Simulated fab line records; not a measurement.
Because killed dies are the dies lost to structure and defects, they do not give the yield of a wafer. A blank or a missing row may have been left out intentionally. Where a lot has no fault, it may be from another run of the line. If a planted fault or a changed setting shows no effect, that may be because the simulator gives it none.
Which of the tools did it? | flow n5-finfet | Sampling: 24 lots, 72 wafers, 6 of 1938 route steps

WHAT THE GAUGES READ, wafer by wafer
N5_BEOL_M10_CD_MEAS_35: target cd 70 nm. Usual: cd-nm at 70.2 nm, with a standard deviation of 0.59.
lot  | measured     | on        | cd-nm (nm)     | flag
L074 | day 11 22:43 | cd-sem-03 | 70.1 69.8 72.2 |
L076 | day 12 12:26 | cd-sem-01 | 69.9 70.4 71.0 |
L077 | day 13 02:48 | cd-sem-01 | 69.5 69.9 70.6 |
L075 | day 13 06:49 | cd-sem-02 | 69.7 69.8 70.3 |
L078 | day 13 13:05 | cd-sem-03 | 70.0 69.6 69.8 |
L079 | day 13 13:59 | cd-sem-01 | 70.2 69.6 69.9 |
L080 | day 14 03:31 | cd-sem-03 | 71.2 71.5 70.7 |
L081 | day 14 09:52 | cd-sem-01 | 70.0 69.9 69.7 |
L084 | day 14 14:34 | cd-sem-03 | 70.1 69.9 71.0 |
L082 | day 14 18:50 | cd-sem-03 | 69.0 69.3 70.1 |
L083 | day 14 22:35 | cd-sem-02 | 70.7 70.7 71.5 |
L087 | day 15 01:44 | cd-sem-03 | 70.6 70.8 71.0 |
L085 | day 15 02:08 | cd-sem-03 | 70.8 69.6 70.1 |
L086 | day 16 00:33 | cd-sem-01 | 71.2 69.5 70.0 |
L089 | day 16 09:20 | cd-sem-01 | 70.9 70.5 69.9 |
L090 | day 16 09:25 | cd-sem-01 | 69.2 70.8 69.5 |
L088 | day 16 12:01 | cd-sem-02 | 69.3 69.1 68.8 |
L092 | day 17 01:29 | cd-sem-02 | 70.1 69.3 69.4 |
L091 | day 17 06:44 | cd-sem-02 | 70.4 69.4 70.0 |
L093 | day 17 13:10 | cd-sem-02 | 70.9 70.4 70.1 |
L095 | day 17 18:07 | cd-sem-02 | 69.8 70.8 71.0 |
L094 | day 17 19:08 | cd-sem-01 | 70.0 69.5 70.0 |
L096 | day 17 20:23 | cd-sem-02 | 70.3 70.6 70.1 |
L097 | day 18 03:23 | cd-sem-01 | 69.4 70.3 69.8 |

N5_BEOL_M12_CD_MEAS_28: target cd 160.2 nm. Usual: cd-nm at 160.4 nm, with a standard deviation of 1.5.
lot  | measured     | on        | cd-nm (nm)        | flag
L074 | day 12 12:49 | cd-sem-01 | 158.4 158.7 159.8 |
L076 | day 13 01:19 | cd-sem-03 | 160.5 162.0 159.7 |
L077 | day 13 15:59 | cd-sem-02 | 160.8 159.7 160.0 |
L075 | day 13 19:28 | cd-sem-01 | 162.1 159.6 161.0 |
L078 | day 14 01:35 | cd-sem-01 | 158.9 159.3 160.3 |
L079 | day 14 02:55 | cd-sem-02 | 162.6 159.4 160.0 |
L080 | day 14 14:24 | cd-sem-03 | 160.3 162.2 160.1 |
L081 | day 14 23:14 | cd-sem-03 | 159.7 161.1 158.9 |
L084 | day 15 02:06 | cd-sem-01 | 157.7 161.6 158.7 |
L082 | day 15 05:38 | cd-sem-03 | 163.4 161.5 161.2 |
L083 | day 15 10:55 | cd-sem-02 | 161.0 163.5 161.3 |
L087 | day 15 18:00 | cd-sem-02 | 159.7 158.4 160.1 |
L085 | day 15 16:28 | cd-sem-03 | 159.3 158.8 159.4 |
L086 | day 16 13:24 | cd-sem-02 | 161.3 159.4 163.3 |
L089 | day 17 01:41 | cd-sem-01 | 158.7 161.7 159.6 |
L090 | day 17 00:47 | cd-sem-03 | 157.7 160.6 159.6 |
L088 | day 17 03:32 | cd-sem-01 | 159.6 158.8 157.9 |
L092 | day 17 17:16 | cd-sem-03 | 158.5 158.6 160.9 |
L091 | day 17 18:53 | cd-sem-01 | 159.5 160.8 160.4 |
L093 | day 18 00:07 | cd-sem-01 | 162.1 160.5 159.0 |
L095 | day 18 07:16 | cd-sem-01 | 160.8 160.3 161.8 |
L094 | day 18 08:13 | cd-sem-03 | 161.6 159.5 158.2 |
L096 | day 18 08:31 | cd-sem-01 | 161.5 158.9 160.7 |
L097 | day 18 17:58 | cd-sem-01 | 160.2 161.2 160.7 |

N5_BEOL_M13_INSPECT_12: inspects for defects (macro). Usual: raw-defect-count at 2.0, with a standard deviation of 1.3.
lot  | measured     | on                | raw-defect-count | flag
L074 | day 12 17:04 | defect-inspect-02 | 2 1 3            |
L076 | day 13 04:58 | defect-inspect-02 | 2 3 3            |
L077 | day 13 22:33 | defect-inspect-02 | 1 4 1            |
L075 | day 13 23:05 | defect-inspect-02 | 1 2 3            |
L078 | day 14 05:17 | defect-inspect-02 | 1 5 0            |
L079 | day 14 08:03 | defect-inspect-02 | 0 2 0            |
L080 | day 14 17:38 | defect-inspect-02 | 2 3 0            |
L081 | day 15 03:42 | defect-inspect-01 | 2 2 1            |
L084 | day 15 06:59 | defect-inspect-01 | 2 2 0            |
L082 | day 15 10:14 | defect-inspect-01 | 2 2 3            |
L083 | day 15 14:28 | defect-inspect-01 | 2 2 1            |
L087 | day 15 23:55 | defect-inspect-02 | 1 1 2            |
L085 | day 16 03:55 | defect-inspect-02 | 4 1 1            |
L086 | day 16 17:23 | defect-inspect-02 | 3 3 0            |
L089 | day 17 09:26 | defect-inspect-01 | 1 4 4            |
L090 | day 17 03:50 | defect-inspect-02 | 2 1 0            |
L088 | day 17 09:52 | defect-inspect-01 | 2 5 1            |
L092 | day 17 22:14 | defect-inspect-02 | 2 6 1            |
L091 | day 17 22:35 | defect-inspect-01 | 4 4 3            |
L093 | day 18 06:43 | defect-inspect-01 | 2 4 2            |
L095 | day 18 14:13 | defect-inspect-01 | 2 3 5            |
L094 | day 18 16:02 | defect-inspect-01 | 3 1 1            |
L096 | day 18 16:35 | defect-inspect-02 | 3 4 0            |
L097 | day 19 00:42 | defect-inspect-02 | 0 0 1            |

EACH LOT AND THE TOOL THAT RAN IT (in order: tool; ch and the chambers of the sampled wafers; start)
lot  | N5_BEOL_M11_SPUTTER_48       | N5_BEOL_M12_ETCH_68                | N5_BEOL_M12_ANNEAL_48
L074 | pvd-sputter-01, day 12 09:17 | rie-diel-03 ch 0,1,2, day 12 13:05 | rtp-anneal-02 ch 0, day 12 15:38
L076 | pvd-sputter-02, day 12 22:58 | rie-diel-04 ch 0,2,3, day 13 01:35 | rtp-anneal-02 ch 0, day 13 03:33
L077 | pvd-sputter-01, day 13 13:01 | rie-diel-03 ch 0,1,2, day 13 16:38 | rtp-anneal-02 ch 0, day 13 21:16
L075 | pvd-sputter-03, day 13 16:40 | rie-diel-04 ch 0,2, day 13 19:46   | rtp-anneal-02 ch 0, day 13 21:50
L078 | pvd-sputter-02, day 13 23:04 | rie-diel-03 ch 0,2, day 14 01:52   | rtp-anneal-02 ch 0, day 14 03:59
L079 | pvd-sputter-02, day 14 00:02 | rie-diel-04 ch 0,1,2, day 14 03:25 | rtp-anneal-02 ch 0, day 14 06:38
L080 | pvd-sputter-01, day 14 11:41 | rie-diel-04 ch 1,2,3, day 14 14:47 | rtp-anneal-02 ch 0, day 14 16:13
L081 | pvd-sputter-01, day 14 20:10 | rie-diel-01 ch 2,3, day 14 23:58   | rtp-anneal-02 ch 0, day 15 02:25
L084 | pvd-sputter-01, day 14 23:35 | rie-diel-01 ch 1,2,3, day 15 02:22 | rtp-anneal-01 ch 0, day 15 05:34
L082 | pvd-sputter-03, day 15 03:07 | rie-diel-04 ch 1,2, day 15 05:55   | rtp-anneal-02 ch 0, day 15 08:55
L083 | pvd-sputter-01, day 15 08:05 | rie-diel-01 ch 1,2,3, day 15 11:12 | rtp-anneal-01 ch 0, day 15 13:12
L087 | pvd-sputter-03, day 15 15:31 | rie-diel-03 ch 0,1,2, day 15 18:16 | rtp-anneal-01 ch 0, day 15 22:38
L085 | pvd-sputter-02, day 15 13:38 | rie-diel-04 ch 1,3, day 15 17:02   | rtp-anneal-02 ch 0, day 16 02:32
L086 | pvd-sputter-03, day 16 10:39 | rie-diel-03 ch 1,2, day 16 13:46   | rtp-anneal-02 ch 0, day 16 15:59
L089 | pvd-sputter-01, day 16 23:13 | rie-diel-01 ch 0,3, day 17 01:58   | rtp-anneal-01 ch 0, day 17 08:10
L090 | pvd-sputter-01, day 16 22:26 | rie-diel-01 ch 1,2, day 17 01:03   | rtp-anneal-02 ch 0, day 17 02:37
L088 | pvd-sputter-03, day 17 00:39 | rie-diel-03 ch 0,2, day 17 03:48   | rtp-anneal-01 ch 0, day 17 08:23
L092 | pvd-sputter-03, day 17 14:16 | rie-diel-04 ch 1,3, day 17 17:46   | rtp-anneal-02 ch 0, day 17 20:54
L091 | pvd-sputter-01, day 17 15:52 | rie-diel-01 ch 0,2, day 17 19:12   | rtp-anneal-02 ch 0, day 17 21:10
L093 | pvd-sputter-03, day 17 21:21 | rie-diel-04 ch 0,2, day 18 00:26   | rtp-anneal-01 ch 0, day 18 05:25
L095 | pvd-sputter-01, day 18 04:45 | rie-diel-04 ch 1,2,3, day 18 07:33 | rtp-anneal-01 ch 0, day 18 12:50
L094 | pvd-sputter-01, day 18 05:31 | rie-diel-03 ch 0,2,3, day 18 08:29 | rtp-anneal-02 ch 0, day 18 14:45
L096 | pvd-sputter-03, day 18 06:02 | rie-diel-01 ch 0,1,2, day 18 08:56 | rtp-anneal-02 ch 0, day 18 15:20
L097 | pvd-sputter-02, day 18 15:23 | rie-diel-01 ch 0,2, day 18 18:14   | rtp-anneal-01 ch 0, day 18 23:27
- N5_BEOL_M11_SPUTTER_48: material Cu, target thk 12 nm, time 2 s.
- N5_BEOL_M12_ETCH_68: etches SOC in N2/H2, time 285 s.
- N5_BEOL_M12_ANNEAL_48: time 90 s.

AS READ BY THE TOOLS THEMSELVES (means over the sampled wafers that have a number; for cases with no such wafer, the mark the record gives instead)
N5_BEOL_M11_SPUTTER_48. Usual: chamber-pressure-pa 0.13008 Pa, standard deviation 0.00027; chuck-gas-flow-sccm 1.26 sccm, standard deviation 0.053; throttle-valve-pct 29.9 %, standard deviation 1.
lot  | tool           | chamber-pressure-pa (Pa) | chuck-gas-flow-sccm (sccm) | throttle-valve-pct (%) | flag
L074 | pvd-sputter-01 | 0.13012                  | 1.24                       | 29.0                   |
L076 | pvd-sputter-02 | 0.13004                  | 1.28                       | 30.5                   |
L077 | pvd-sputter-01 | 0.13005                  | 1.24                       | 29.4                   |
L075 | pvd-sputter-03 | 0.12996                  | 1.28                       | 29.4                   |
L078 | pvd-sputter-02 | 0.13021                  | 1.27                       | 30.4                   |
L079 | pvd-sputter-02 | 0.12993                  | 1.27                       | 30.7                   |
L080 | pvd-sputter-01 | 0.13021                  | 1.28                       | 30.1                   |
L081 | pvd-sputter-01 | 0.12984                  | 1.26                       | 29.5                   |
L084 | pvd-sputter-01 | 0.12994                  | 1.26                       | 30.6                   |
L082 | pvd-sputter-03 | 0.13012                  | 1.24                       | 30.0                   |
L083 | pvd-sputter-01 | 0.12983                  | 1.25                       | 29.9                   |
L087 | pvd-sputter-03 | 0.13005                  | 1.27                       | 29.3                   |
L085 | pvd-sputter-02 | 0.12994                  | 1.22                       | 29.7                   |
L086 | pvd-sputter-03 | 0.13007                  | 1.27                       | 30.2                   |
L089 | pvd-sputter-01 | 0.13004                  | 1.27                       | 30.2                   |
L090 | pvd-sputter-01 | 0.12959                  | 1.20                       | 30.5                   |
L088 | pvd-sputter-03 | 0.12995                  | 1.28                       | 28.8                   |
L092 | pvd-sputter-03 | 0.12999                  | 1.27                       | 29.3                   |
L091 | pvd-sputter-01 | 0.12987                  | 1.21                       | 30.6                   |
L093 | pvd-sputter-03 | 0.13012                  | 1.28                       | 29.4                   |
L095 | pvd-sputter-01 | 0.13039                  | 1.30                       | 30.1                   |
L094 | pvd-sputter-01 | 0.13013                  | 1.27                       | 29.1                   |
L096 | pvd-sputter-03 | 0.13014                  | 1.21                       | 29.1                   |
L097 | pvd-sputter-02 | 0.13023                  | 1.23                       | 30.5                   |

N5_BEOL_M12_ETCH_68. Usual: drypump-motor-current-A 5.9 A, standard deviation 0.49; oes-product-au 0.81 a.u., standard deviation 0.087; rf-vpp-V 524 V, standard deviation 3.1; showerhead-plenum-p-Torr 2.54 Torr, standard deviation 0.11; throttle-valve-pct 17.7 %, standard deviation 0.36.
lot  | tool        | drypump-motor-current-A (A) | oes-product-au (a.u.) | rf-vpp-V (V) | showerhead-plenum-p-Torr (Torr) | throttle-valve-pct (%) | flag
L074 | rie-diel-03 | 5.4                         | 0.86                  | 525          | 2.59                            | 17.5                   |
L076 | rie-diel-04 | 5.6                         | 0.77                  | 524          | 2.54                            | 17.9                   |
L077 | rie-diel-03 | 5.3                         | 0.85                  | 525          | 2.59                            | 17.5                   |
L075 | rie-diel-04 | 5.9                         | 0.70                  | 522          | 2.49                            | 18.2                   |
L078 | rie-diel-03 | 5.5                         | 0.86                  | 526          | 2.63                            | 17.6                   |
L079 | rie-diel-04 | 6.0                         | 0.74                  | 523          | 2.51                            | 18.0                   |
L080 | rie-diel-04 | 5.7                         | 0.80                  | 525          | 2.56                            | 17.6                   |
L081 | rie-diel-01 | 6.3                         | 0.76                  | 521          | 2.43                            | 17.9                   |
L084 | rie-diel-01 | 6.1                         | 0.80                  | 521          | 2.44                            | 17.8                   |
L082 | rie-diel-04 | 5.9                         | 0.72                  | 522          | 2.46                            | 17.9                   |
L083 | rie-diel-01 | 6.1                         | 0.79                  | 522          | 2.44                            | 17.8                   |
L087 | rie-diel-03 | 5.4                         | 0.82                  | 525          | 2.58                            | 17.6                   |
L085 | rie-diel-04 | 6.0                         | 0.84                  | 526          | 2.62                            | 17.5                   |
L086 | rie-diel-03 | 5.2                         | 0.80                  | 524          | 2.53                            | 17.5                   |
L089 | rie-diel-01 | 6.2                         | 0.92                  | 524          | 2.54                            | 17.5                   |
L090 | rie-diel-01 | 6.3                         | 0.73                  | 520          | 2.43                            | 18.2                   |
L088 | rie-diel-03 | 5.4                         | 0.76                  | 523          | 2.51                            | 17.6                   |
L092 | rie-diel-04 | 6.0                         | 0.81                  | 525          | 2.61                            | 17.5                   |
L091 | rie-diel-01 | 6.5                         | 0.79                  | 522          | 2.47                            | 18.1                   |
L093 | rie-diel-04 | 5.7                         | 0.85                  | 526          | 2.64                            | 18.0                   |
L095 | rie-diel-04 | 5.7                         | 0.85                  | 528          | 2.65                            | 17.5                   |
L094 | rie-diel-03 | 5.8                         | 0.82                  | 524          | 2.58                            | 17.6                   |
L096 | rie-diel-01 | 6.3                         | 0.81                  | 523          | 2.48                            | 18.0                   |
L097 | rie-diel-01 | 6.5                         | 0.86                  | 525          | 2.52                            | 17.9                   |

N5_BEOL_M12_ANNEAL_48. Usual: wafer_temp_C_max at 226.01, with a standard deviation of 0.23.
lot  | tool          | wafer_temp_C_max | flag
L074 | rtp-anneal-02 | 225.63           |
L076 | rtp-anneal-02 | 225.86           |
L077 | rtp-anneal-02 | 225.87           |
L075 | rtp-anneal-02 | 225.75           |
L078 | rtp-anneal-02 | 226.03           |
L079 | rtp-anneal-02 | 225.98           |
L080 | rtp-anneal-02 | 225.89           |
L081 | rtp-anneal-02 | 226.10           |
L084 | rtp-anneal-01 | 226.09           |
L082 | rtp-anneal-02 | 225.99           |
L083 | rtp-anneal-01 | 226.10           |
L087 | rtp-anneal-01 | 226.06           |
L085 | rtp-anneal-02 | 225.71           |
L086 | rtp-anneal-02 | 225.80           |
L089 | rtp-anneal-01 | 226.17           |
L090 | rtp-anneal-02 | 226.11           |
L088 | rtp-anneal-01 | 226.16           |
L092 | rtp-anneal-02 | 225.61           |
L091 | rtp-anneal-02 | 225.99           |
L093 | rtp-anneal-01 | 226.11           |
L095 | rtp-anneal-01 | 226.15           |
L094 | rtp-anneal-02 | 226.35           |
L096 | rtp-anneal-02 | 226.06           |
L097 | rtp-anneal-01 | 226.16           |

THE ANSWER, worked out from the rows above alone
Rule: a lot is off if the mean of its wafers that have a number lies more than 3 standard deviations from the usual mean. A lot without any number at a reading at which 4 lots or more have one is off too. The other lots that the step has rows for count as sound. The gauges are gone through in route order, then the tools' own readings, and for those a lot's mean is taken as printed above. At the first step where some lot is off, the reading lying furthest off is the one used; lots without a number count as furthest.
No lot is off on any of the readings shown, so nothing can be concluded from this.

WHAT THE SIMULATOR HAD INSERTED
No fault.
